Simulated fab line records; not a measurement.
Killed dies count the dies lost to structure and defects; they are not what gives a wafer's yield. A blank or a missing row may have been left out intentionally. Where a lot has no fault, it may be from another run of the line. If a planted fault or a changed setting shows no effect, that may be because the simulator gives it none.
8D (eight disciplines) problem report, filled in by code | flow n5-finfet | the parts of the form that need people (team, actions taken, sign-off) are left out

## 1. WHAT IS WRONG
At N5_BEOL_M9_SPUTTER_48, cathode-dc-power-W averages 30582 W over 2 wafers from 2 lots, while fault-free wafers read 26000 W, standard deviation 4.7. So: +99 or more standard deviations from the usual mean.
The step: material Cu, target thk 12 nm, time 2 s.
The first sign was on wafer L887.1 at day 13 04:14, on pvd-sputter-01. Wafers with a number at this step in the record: 33, from 11 lots. Rule for "out" (also "out of limits"): further than 4 standard deviations from the usual mean. The other wafers with a number count as sound.

## 2. WHAT IT IS, WHAT IT ISN'T
question                    | is                 | is not
which readings at this step | cathode-dc-power-W | bias-v, chamber-pressure-pa, throttle-valve-pct
which lots                  | L887, L889         | L876, L877, L881, L882, L884, L890, L897, L898, L899
which wafers of those lots  | L887.1, L889.4     | L887.4, L887.6, L889.1, L889.5
read on which tools         | pvd-sputter-01     | pvd-sputter-02, pvd-sputter-03
when                        | from day 13 04:14  | up to then (17 sound wafers); but 14 sound wafers of L889, L890, L897, L898, L899 came after

## 3. THE SUSPECTS, EACH WITH WHAT RULES IT OUT
Counting: if a tool at a process step up to the reading ran every lot that is out, it stays a suspect. Sound lots after the first of them don't rule it out here, since some wafers of a struck lot are sound.
- pvd-sputter-01 at N5_BEOL_M9_SPUTTER_48 (material Cu, target thk 12 nm, time 2 s): kept. Every lot that is out went through it, the first being L887 (day 13 04:14); the last sound lot it ran before that was L884 (day 11 17:18). Its own cathode-dc-power-W readings are out on those wafers.
After counting, what remains is pvd-sputter-01 at N5_BEOL_M9_SPUTTER_48.

## 4. THE CAUSE (what the simulator had put in)
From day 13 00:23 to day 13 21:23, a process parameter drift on pvd-sputter-01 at N5_BEOL_M9_SPUTTER_48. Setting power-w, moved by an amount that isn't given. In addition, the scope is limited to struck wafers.
The count eliminated every tool but this one.

## 5. SEQUENCE OF EFFECTS, ordered by route
Rows list readings where the struck wafers' mean (over those with a number) sits beyond 3 standard deviations from the usual. Readings are gone through only where the record gives a usual standard deviation; hours: the median, over the lots, of the time from a lot's start at the first step in this table giving one to that lot's start at this step; sigmas: the change measured in usual standard deviations.
hours | step                  | reading            | usual   | on struck wafers | change | sigmas
0     | N5_BEOL_M9_SPUTTER_48 | cathode-dc-power-W | 26000 W | 30582            | +4582  | +99 or more
The process steps in it:
- N5_BEOL_M9_SPUTTER_48: material Cu, target thk 12 nm, time 2 s.
Later measuring or inspecting steps at which every struck wafer that the step has a row for has a number for every such reading, and none has moved that far: N5_BEOL_M9_INSPECT_58.

## 6. HOW IT WOULD HAVE BEEN CAUGHT EARLIER
4 hours passed between the start of the fault at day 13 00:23 and the first reading out of limits in this record, taken at day 13 04:14.
